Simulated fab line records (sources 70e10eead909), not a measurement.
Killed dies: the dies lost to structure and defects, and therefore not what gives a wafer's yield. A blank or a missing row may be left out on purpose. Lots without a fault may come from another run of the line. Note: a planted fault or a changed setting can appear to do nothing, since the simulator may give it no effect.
fab line records	flow nand-harc
[record] lots = 12	wafers = 36	last-day = 33
route steps=1302 shown A_BLC@1130 A_M0@1148 END@1302
lots that met no fault: from a run of the same line without faults
start-h: the number of hours between the record's first day and the start of the first shown wafer of the lot	wait-h: time in hours since the lot's previous step	" as in the row above	L1.1+2: a row that stands for several wafers	- value missing, or start not given	* or withheld: withheld	< > ~ a bound
route shown NAME@n: a module of which the file shows steps, and the number in the route of the first	usual: mean/standard deviation taken from wafers without a fault	same: alike in all rows	chamber/n: place in a boat	sites: readings site by site	_std_site: standard deviation of those values	_edge_site: inner sites' mean taken away from outer sites' mean	radius-mm: how far each site lies from the wafer's centre	mask NAME#n: copy n	behind: tool/chamber where the wafer was last shaped	hold: why the lot went on hold/how many hours it stayed there/how the hold came to an end	device: transistor that didn't switch, given as n, p or np	end of line: the same wafers' tests at the end of the route	a step given without rows: its recipe and nothing more	killed: the dies lost at the first sort to structure and to defects; this is not the yield of the wafer	map: a wafer's dies, marking killed ones x, the rest . and places with no die _
set.NAME: setting as actually run; set.NAME@STEP: the setting as run at that earlier step	model.NAME: the simulator's own value behind a step, which no gauge read
route steps across a sampled set of lots; one table per step, one row per wafer
services: when a tool's chamber went out of use (start-h, in hours from the record's first day, below 0 if earlier), for how many hours, and the reason
[[steps]]
[step NHARC_A_BLC_PVD_32]
[recipe] target-thk-a = 50	chamber-pressure-pa = 5	power-w = 5000	substrate-temp-c = 200	time-s = 17.7	material = Ti
[usual] throttle-valve-pct = 30.3/1
[same] time-s = 17.7
lot.wafer	tool	chamber	start-h	wait-h	throttle-valve-pct
L521.4	pvd-sputter-01	-	-	-	31.9
L521.1	"	-	"	"	29.1
L521.5	"	-	"	"	29.2
L523.4	pvd-sputter-01	-	-	-	30.0
L523.5	"	-	"	"	31.9
L523.6	"	-	"	"	29.2
L522.2	pvd-sputter-01	-	-	-	29.4
L522.4	"	-	"	"	30.0
L522.6	"	-	"	"	30.2
L525.3	pvd-sputter-02	-	-	-	30.8
L525.5	"	-	"	"	30.7
L525.6	"	-	"	"	30.9
L526.1	pvd-sputter-02	-	-	-	31.2
L526.2	"	-	"	"	30.4
L526.3	"	-	"	"	30.7
L527.2	pvd-sputter-02	-	-	-	30.9
L527.4	"	-	"	"	31.2
L527.5	"	-	"	"	30.8
L529.2	pvd-sputter-03	-	-	-	29.7
L529.1	"	-	"	"	30.0
L529.5	"	-	"	"	29.8
L531.3	pvd-sputter-01	-	-	-	30.7
L531.1	"	-	"	"	32.0
L531.2	"	-	"	"	28.3
L535.2	pvd-sputter-01	-	-	-	32.1
L535.4	"	-	"	"	30.6
L535.5	"	-	"	"	32.0
L540.2	pvd-sputter-01	-	-	-	29.4
L540.6	"	-	"	"	29.8
L540.5	"	-	"	"	30.5
L541.4	pvd-sputter-02	-	-	-	31.3
L541.2	"	-	"	"	30.8
L541.5	"	-	"	"	31.2
L543.2	pvd-sputter-03	-	-	-	29.9
L543.4	"	-	"	"	29.7
L543.6	"	-	"	"	30.1
[step NHARC_A_BLC_CVD_24]
[recipe] target-thk-a = 1500	temp-c = 300	pressure-torr = 40	wf6-flow-sccm = 40	h2-flow-sccm = 1600	ar-flow-sccm = 1560	time-s = 434	material = W
[usual] heater-power-w = 476/25	mfc-ar-sccm = 1560/5.1	susceptor-temp-C = 300.00/0.19	throttle-valve-pct = 7.86/0.18
[same] time-s = 434
lot.wafer	tool	chamber	start-h	wait-h	heater-power-w	mfc-ar-sccm	since-wet-clean-h	susceptor-temp-C	throttle-valve-pct
L521.1	cvd-w-01	1	-	-	462	1558	156	300.05	7.87
L521.4	"	0	"	"	428	1567	-	299.70	7.91
L521.5	"	1	"	"	461	1556	-	299.92	8.06
L523.4	cvd-w-02	0	-	-	500	1558	-	300.33	7.85
L523.6	"	1	"	"	474	1560	-	300.01	8.22
L523.5	"	0	"	"	487	1554	-	299.92	7.65
L522.2	cvd-w-01	1	-	-	457	1560	164	-	7.97
L522.4	"	1	"	"	466	1554	-	-	8.01
L522.6	"	0	"	"	419	1567	-	-	8.05
L525.3	cvd-w-02	1	-	-	491	1564	-	300.10	7.97
L525.6	"	1	"	"	494	1562	-	300.22	7.93
L525.5	"	0	"	"	493	1564	-	299.99	7.32
L526.1	cvd-w-02	1	-	-	484	1563	102	300.02	8.17
L526.2	"	0	"	"	491	1568	102	300.03	7.59
L526.3	"	0	"	"	495	1564	-	300.02	7.79
L527.2	cvd-w-02	0	-	-	493	1553	124	300.01	7.76
L527.4	"	0	"	"	484	1555	-	300.10	7.64
L527.5	"	0	"	"	489	1553	-	300.05	7.69
L529.2	cvd-w-02	1	-	-	487	1562	157	299.96	8.26
L529.1	"	0	"	"	506	1556	157	300.05	7.87
L529.5	"	0	"	"	485	1566	-	300.08	7.78
L531.1	cvd-w-01	0	-	-	449	1560	70	300.21	7.96
L531.2	"	1	"	"	451	1563	70	300.29	7.94
L531.3	"	0	"	"	445	1557	-	300.22	7.68
L535.2	cvd-w-02	0	-	-	505	1569	30	299.89	7.55
L535.4	"	0	"	"	513	1555	-	299.85	7.78
L535.5	"	0	"	"	511	1571	-	299.84	7.58
L540.2	cvd-w-01	0	-	-	440	1565	164	-	8.01
L540.6	"	1	"	"	463	1566	-	-	8.18
L540.5	"	0	"	"	455	1568	-	-	7.45
L541.2	cvd-w-02	1	-	-	499	1562	93	-	7.92
L541.4	"	0	"	"	523	1557	-	-	8.08
L541.5	"	1	"	"	504	1568	-	-	7.94
L543.2	cvd-w-01	0	-	-	445	1563	11	299.98	7.77
L543.4	"	0	"	"	454	1560	-	299.96	7.68
L543.6	"	1	"	"	440	1562	-	300.10	7.88
[step NHARC_A_M0_OVL_MEAS_10]
[recipe] pitch-nm = 160
[usual] overlay-x-nm = 0.0/0.71	overlay-y-nm = 0.3/0.87
lot.wafer	tool	chamber	start-h	wait-h	overlay-x-nm	overlay-y-nm
L521.1	overlay-01	-	537.14	-	-1.5	0.9
L521.4	"	-	"	"	-1.5	1.0
L521.5	"	-	"	"	-1.5	1.3
L523.4	overlay-02	-	541.85	-	0.2	0.2
L523.5	"	-	"	"	-0.2	0.1
L523.6	"	-	"	"	-0.1	0.0
L522.2	overlay-01	-	545.06	-	0.6	-0.3
L522.4	"	-	"	"	0.4	0.0
L522.6	"	-	"	"	0.5	-0.8
L525.3	overlay-02	-	554.00	-	-0.6	-0.1
L525.5	"	-	"	"	-0.3	0.1
L525.6	"	-	"	"	-0.5	-0.1
L526.1	overlay-02	-	572.29	-	-0.2	1.0
L526.2	"	-	"	"	-0.6	1.0
L526.3	"	-	"	"	-0.8	0.6
L527.2	overlay-02	-	588.79	-	-0.9	1.0
L527.4	"	-	"	"	-1.2	0.8
L527.5	"	-	"	"	-0.8	0.8
L529.1	overlay-02	-	621.53	-	0.0	-0.5
L529.2	"	-	"	"	0.3	-0.7
L529.5	"	-	"	"	0.6	-0.3
L531.1	overlay-01	-	632.10	-	-0.8	-0.6
L531.2	"	-	"	"	-0.9	-0.5
L531.3	"	-	"	"	-1.6	-0.3
L535.2	overlay-02	-	675.84	-	0.7	0.2
L535.4	"	-	"	"	0.5	-0.5
L535.5	"	-	"	"	0.2	0.0
L540.2	overlay-02	-	725.22	-	0.3	-0.7
L540.5	"	-	"	"	0.5	-0.9
L540.6	"	-	"	"	0.9	0.1
L541.2	overlay-02	-	738.77	-	-0.1	1.4
L541.4	"	-	"	"	-0.2	0.9
L541.5	"	-	"	"	-0.5	1.3
L543.2	overlay-02	-	754.03	-	-0.4	1.5
L543.4	"	-	"	"	-0.3	0.8
L543.6	"	-	"	"	-0.1	1.3
[step NHARC_A_M0_ETCH_34]
[recipe] target-depth-a = 400	overetch-a = 120	time-s = 43.94	ion-energy-ev = 200	n2-flow-sccm = 150	h2-flow-sccm = 150	ar-flow-sccm = 0	rf-w = 400	bias-w = 150	chemistry = N2/H2
[usual] drypump-motor-current-A = 5.9/0.32	mfc-ar-sccm = 0.011/0.013	oes-product-au = 0.997/0.011	rf-vpp-V = 431.7/2.8	run-length-s = 65.4/0.61	showerhead-plenum-p-Torr = 2.09/0.1	throttle-valve-pct = 14.171/0.0085
lot.wafer	tool	chamber	start-h	wait-h	drypump-motor-current-A	mfc-ar-sccm	oes-product-au	rf-hours-counter-h	rf-vpp-V	run-length-s	showerhead-plenum-p-Torr	throttle-valve-pct
L521.4	rie-diel-09	0	537.33	0.1	6.1	0.013	0.967	1.2	429.0	65.7	1.99	14.178
L521.1	"	2	"	"	6.0	0.028	0.980	1.6	435.7	66.2	2.19	14.171
L521.5	"	3	"	"	5.9	0.036	0.998	-	435.2	65.3	2.20	14.159
L523.4	rie-diel-09	2	542.03	0.1	6.1	0.028	0.987	1.7	432.4	66.7	2.19	14.155
L523.5	"	2	"	"	6.0	0.028	1.001	-	433.4	66.1	2.19	14.180
L523.6	"	3	"	"	5.9	0.036	0.993	-	434.9	65.0	2.20	14.179
L522.4	rie-diel-07	2	545.25	0.1	5.5	0	1.000	4.7	435.4	66.3	2.18	14.173
L522.2	"	3	"	"	6.2	0	1.001	4.3	427.7	65.4	1.94	14.158
L522.6	"	1	"	"	5.9	0.010	0.995	-	434.6	65.5	2.19	14.167
L525.3	rie-diel-09	1	554.18	0.1	6.3	0	1.015	1.7	431.9	64.8	2.07	14.173
L525.5	"	0	"	"	6.1	0.013	0.974	-	428.9	65.5	1.99	14.175
L525.6	"	1	"	"	6.3	0	1.005	-	432.4	65.0	2.07	14.153
L526.1	rie-diel-09	2	572.48	0.1	6.0	0.028	1.001	4.1	434.2	66.0	2.19	14.173
L526.2	"	3	"	"	5.9	0.036	1.017	3.6	433.9	65.1	2.20	14.175
L526.3	"	0	"	"	6.1	0.013	0.980	3.2	431.0	65.2	1.99	14.182
L527.2	rie-diel-07	0	588.98	0.1	6.0	0.002	0.979	7.1	431.9	64.8	2.05	14.173
L527.4	"	2	"	"	5.5	0	0.996	8.0	434.2	65.7	2.18	14.155
L527.5	"	3	"	"	6.2	0	1.005	-	426.4	65.0	1.94	14.155
L529.1	rie-diel-07	3	621.72	0.1	6.2	0	1.007	9.0	429.0	65.2	1.94	14.177
L529.2	"	0	"	"	6.0	0.002	0.990	8.6	430.6	64.3	2.05	14.179
L529.5	"	3	"	"	6.2	0	0.993	-	428.1	65.1	1.94	14.173
L531.3	rie-diel-09	0	632.28	0.1	6.1	0.013	0.983	5.6	428.7	65.4	1.98	14.179
L531.2	"	1	"	"	6.3	0	1.014	5.5	430.1	64.9	2.07	14.167
L531.1	"	3	"	"	5.9	0.036	0.993	6.1	434.8	65.4	2.20	14.166
L535.4	rie-diel-07	3	676.02	0.1	6.2	0	0.992	1.4	426.1	55.0	1.94	14.160
L535.2	"	1	"	"	5.9	0.010	0.996	1.7	434.2	65.3	2.19	14.185
L535.5	"	0	"	"	6.0	0.002	0.994	-	431.7	64.2	2.05	14.185
L540.2	rie-diel-09	0	725.43	0.1	6.1	0.013	1.002	2.3	429.9	65.5	1.98	14.182
L540.5	"	2	"	"	6.1	0.028	0.997	-	434.9	66.2	2.19	14.159
L540.6	"	1	"	"	6.3	0	0.996	-	431.1	64.7	2.06	14.184
L541.2	rie-diel-09	2	738.95	0.1	6.0	0.028	1.003	3.6	434.0	66.8	2.19	14.170
L541.4	"	3	"	"	5.9	0.036	0.999	3.0	435.0	64.9	2.20	14.163
L541.5	"	1	"	"	6.3	0	0.994	-	429.6	64.8	2.06	14.179
L543.4	rie-diel-09	2	754.21	0.1	6.0	0.028	1.003	3.9	434.0	66.6	2.18	14.175
L543.2	"	0	"	"	6.0	0.013	1.007	3.2	429.2	65.8	1.98	14.182
L543.6	"	3	"	"	5.9	0.036	0.997	-	434.8	65.0	2.20	14.163
[step NHARC_END_SORT_01]
[recipe] temp-c = 25
[usual] defect-limited-yield = 90.1/2.6	killed-at-array = 63/17	killed-at-other = 0.8/1.1	killed-at-periphery = 3.5/3	killed-dies = 67/17	killed-open = 3.1/1.6	killed-short = 2.6/1.4
[same] gross-dies = 677
lot.wafer	tool	chamber	start-h	wait-h	defect-limited-yield[%]	killed-at-array	killed-at-other	killed-at-periphery	killed-dies	killed-open	killed-short
L521.1	prober-02	0	572.85	2.5	88.9	74	0	1	75	1	3
L521.4	prober-02	0	575.25	3.4	89.5	68	0	3	71	3	2
L521.5	prober-02	0	576.05	3.7	88.9	69	0	6	75	1	4
L523.4	prober-01	0	582.95	3.4	87.3	85	0	1	86	2	0
L523.5	prober-01	0	583.74	3.7	88.6	74	0	3	77	3	2
L523.6	prober-01	0	584.54	4.0	89.4	69	0	3	72	2	4
L529.1	prober-01	0	663.62	2.5	90.8	61	0	1	62	2	2
L529.2	prober-01	0	664.42	2.8	91.4	54	2	2	58	3	1
L529.5	prober-01	0	666.83	3.7	90.3	63	1	2	66	2	5
L540.2	prober-02	0	771.91	2.8	90.3	61	1	4	66	6	4
L540.5	prober-02	0	774.34	3.7	89.1	72	0	2	74	1	5
L540.6	prober-02	0	775.15	4.1	90.5	59	0	5	64	2	3
L541.2	prober-01	0	779.66	2.8	90.7	61	0	2	63	0	2
L541.4	prober-01	0	781.26	3.4	91.6	56	0	1	57	3	5
L541.5	prober-01	0	782.06	3.7	89.1	68	0	6	74	5	3
L543.2	prober-01	0	796.93	2.8	91.0	47	2	12	61	4	1
L543.4	prober-01	0	798.51	3.4	90.8	60	0	2	62	3	2
L543.6	prober-01	0	800.10	4.0	90.4	61	2	2	65	5	0
// killed by level:class
L521.1 A_CHANNEL_HOLE_D1:chamber-film-flake=32 A_SLIT:chamber-film-flake=25 A_CHANNEL_HOLE_D2:chamber-film-flake=5 A_STAIRCASE:chamber-film-flake=3 A_M1:chamber-film-flake=3 A_DECK1_JOINT:chamber-film-flake=2 P_GATE:geometric-particle:short=1 A_SLIT:geometric-particle:short=1
L521.4 A_CHANNEL_HOLE_D1:chamber-film-flake=26 A_SLIT:chamber-film-flake=24 A_CHANNEL_HOLE_D2:chamber-film-flake=6 A_CONTACT:chamber-film-flake=4 A_M1:chamber-film-flake=3 A_STAIRCASE:chamber-film-flake=2 P_M0:geometric-particle:open=1 P_M2:geometric-particle:open=1
L521.5 A_CHANNEL_HOLE_D1:chamber-film-flake=26 A_SLIT:chamber-film-flake=20 A_CHANNEL_HOLE_D2:chamber-film-flake=8 A_STAIRCASE:chamber-film-flake=5 P_M0:chamber-film-flake=3 A_BLC:chamber-film-flake=3 A_ONON_D2:geometric-particle:short=2 A_M1:chamber-film-flake=2
L523.4 A_CHANNEL_HOLE_D2:chamber-film-flake=33 A_SLIT:chamber-film-flake=28 A_STAIRCASE:chamber-film-flake=6 A_CONTACT:unspecified=5 A_CHANNEL_HOLE_D1:chamber-film-flake=4 A_CONTACT:chamber-film-flake=3 A_M1:chamber-film-flake=2 A_SOURCE_PLATE:geometric-particle:open=1
L523.5 A_CHANNEL_HOLE_D2:chamber-film-flake=33 A_SLIT:chamber-film-flake=20 A_STAIRCASE:chamber-film-flake=6 A_CONTACT:unspecified=4 A_CONTACT:chamber-film-flake=3 A_CHANNEL_HOLE_D1:chamber-film-flake=2 A_M1:chamber-film-flake=2 P_CONTACT:geometric-particle:open=1
L523.6 A_CHANNEL_HOLE_D2:chamber-film-flake=32 A_SLIT:chamber-film-flake=21 A_STAIRCASE:chamber-film-flake=5 A_ONON_D1:geometric-particle:short=2 A_WL_FILL:chamber-film-flake=2 P_GATE:geometric-particle:open=1 A_CHANNEL_FILL_D1:geometric-particle:short=1 A_CHANNEL_FILL_D1:geometric-particle:open=1
L529.1 A_SLIT:chamber-film-flake=35 A_STAIRCASE:chamber-film-flake=7 A_CHANNEL_HOLE_D1:chamber-film-flake=4 A_CHANNEL_FILL_D1:chamber-film-flake=3 A_ONON_D2:geometric-particle:short=2 A_WL_FILL:chamber-film-flake=2 A_CONTACT:chamber-film-flake=2 A_ONON_D1:geometric-particle:open=1
L529.2 A_SLIT:chamber-film-flake=30 A_CONTACT:chamber-film-flake=7 A_STAIRCASE:chamber-film-flake=4 A_BLC:chamber-film-flake=4 A_SGD_CUT:chamber-film-flake=3 A_ZERO_WELL:chamber-film-flake=2 A_CHANNEL_FILL_D2:chamber-film-flake=2 P_GATE:geometric-particle:open=1
L529.5 A_SLIT:chamber-film-flake=27 A_CHANNEL_HOLE_D1:chamber-film-flake=9 A_STAIRCASE:chamber-film-flake=7 A_CHANNEL_FILL_D2:chamber-film-flake=3 A_CONTACT:chamber-film-flake=3 A_CHANNEL_FILL_D2:geometric-particle:short=2 A_WL_FILL:geometric-particle:short=2 A_BLC:chamber-film-flake=2
L540.2 A_CHANNEL_HOLE_D2:chamber-film-flake=28 A_CHANNEL_HOLE_D1:chamber-film-flake=9 A_CONTACT:chamber-film-flake=8 A_SLIT:chamber-film-flake=5 P_GATE:chamber-film-flake=4 A_ONON_D1:geometric-particle:open=3 A_CHANNEL_FILL_D1:geometric-particle:short=2 A_ONON_D1:geometric-particle:short=1
L540.5 A_CHANNEL_HOLE_D2:chamber-film-flake=30 A_CHANNEL_HOLE_D1:chamber-film-flake=15 A_CONTACT:chamber-film-flake=11 A_SLIT:chamber-film-flake=5 A_STAIRCASE:chamber-film-flake=3 P_GATE:chamber-film-flake=2 A_DECK1_JOINT:geometric-particle:short=1 A_ONON_D2:geometric-particle:short=1
L540.6 A_CHANNEL_HOLE_D2:chamber-film-flake=31 A_CHANNEL_HOLE_D1:chamber-film-flake=11 A_STAIRCASE:chamber-film-flake=5 A_CONTACT:chamber-film-flake=5 P_GATE:chamber-film-flake=3 A_SGD_CUT:geometric-particle:short=2 A_SLIT:chamber-film-flake=2 P_M0:geometric-particle:open=1
L541.2 A_SLIT:chamber-film-flake=37 A_CHANNEL_HOLE_D1:chamber-film-flake=14 A_CHANNEL_HOLE_D2:chamber-film-flake=3 A_ZERO_WELL:chamber-film-flake=2 A_CONTACT:chamber-film-flake=2 A_CHANNEL_FILL_D1:geometric-particle:short=1 A_BLC:geometric-particle:short=1 P_GATE:chamber-film-flake=1
L541.4 A_SLIT:chamber-film-flake=31 A_CHANNEL_HOLE_D1:chamber-film-flake=14 A_WL_FILL:geometric-particle:open=3 A_WL_FILL:geometric-particle:short=2 A_CHANNEL_FILL_D1:geometric-particle:short=1 A_DECK1_JOINT:geometric-particle:short=1 A_CHANNEL_HOLE_D2:geometric-particle:short=1 P_GATE:chamber-film-flake=1
L541.5 A_SLIT:chamber-film-flake=39 A_CHANNEL_HOLE_D1:chamber-film-flake=16 P_GATE:chamber-film-flake=4 A_CHANNEL_FILL_D2:geometric-particle:open=3 A_DECK1_JOINT:chamber-film-flake=2 A_CONTACT:chamber-film-flake=2 P_M0:geometric-particle:open=1 A_ONON_D2:geometric-particle:short=1
L543.2 A_CHANNEL_HOLE_D2:chamber-film-flake=31 A_SLIT:chamber-film-flake=9 P_M1:chamber-film-flake=7 A_M1:chamber-film-flake=4 P_CONTACT:geometric-particle:open=2 P_STI:chamber-film-flake=2 A_CONTACT:chamber-film-flake=2 P_M2:geometric-particle:open=1
L543.4 A_CHANNEL_HOLE_D2:chamber-film-flake=36 A_SLIT:chamber-film-flake=11 A_CONTACT:chamber-film-flake=5 A_M1:chamber-film-flake=2 A_ONON_D1:geometric-particle:open=1 A_CHANNEL_FILL_D1:geometric-particle:short=1 A_SGD_CUT:geometric-particle:open=1 A_BLC:geometric-particle:open=1
L543.6 A_CHANNEL_HOLE_D2:chamber-film-flake=34 A_SLIT:chamber-film-flake=9 A_CONTACT:chamber-film-flake=9 A_ONON_D1:geometric-particle:open=3 A_M1:chamber-film-flake=2 THIN_TSV:chamber-film-flake=2 P_GATE:geometric-particle:open=1 A_WL_FILL:geometric-particle:open=1
[[services]]
tool	chamber	start-h	hours	kind
rie-diel-07	2	511.98	4.1	repair
pvd-sputter-03	-	526.02	10.0	pm
cvd-w-01	-	547.00	13.0	pm
pvd-sputter-03	-	554.30	3.0	repair
cvd-w-02	-	557.64	0.5	repair
cvd-w-01	-	564.46	0.7	repair
pvd-sputter-01	-	582.09	10.0	pm
rie-diel-07	2	590.22	5.9	repair
rie-diel-07	-	593.18	0.4	repair
cvd-w-02	-	631.00	13.0	pm
pvd-sputter-02	-	638.11	10.0	pm
pvd-sputter-03	-	640.88	3.3	repair
rie-diel-09	0	641.39	4.7	repair
rie-diel-07	-	648.20	9.0	pm
pvd-sputter-02	-	661.96	8.5	repair
rie-diel-09	-	674.10	9.0	pm
cvd-w-02	-	674.77	0.5	repair
pvd-sputter-01	-	681.36	0.6	repair
pvd-sputter-03	-	682.98	3.2	repair
pvd-sputter-03	-	686.98	22.1	repair
cvd-w-02	0	714.05	4.1	repair
rie-diel-09	3	724.98	6.8	repair
cvd-w-01	-	728.00	13.0	pm
pvd-sputter-03	-	745.86	0.9	repair
[[key]]
[first-sign] step = NHARC_A_M0_ETCH_34	reading = run-length-s	direction = down	sigmas = 17	usual = *	struck = *
effect none on later readings
met-at NHARC_A_M0_ETCH_34
struck-lots L535
struck-wafers L535.4
not-acting-at NHARC_A_BLC_PVD_32,NHARC_A_BLC_CVD_24,NHARC_A_M0_OVL_MEAS_10
onset-between 621.72 676.02
[fault] kind = process-parameter-drift	tool = rie-diel-07	chamber = -	onset-h = 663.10	steps = NHARC_A_M0_ETCH_34	channel = time-s	offset = *	shape = step	end-h = 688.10	scope = struck-wafers-only	acts-in = *	stated = *
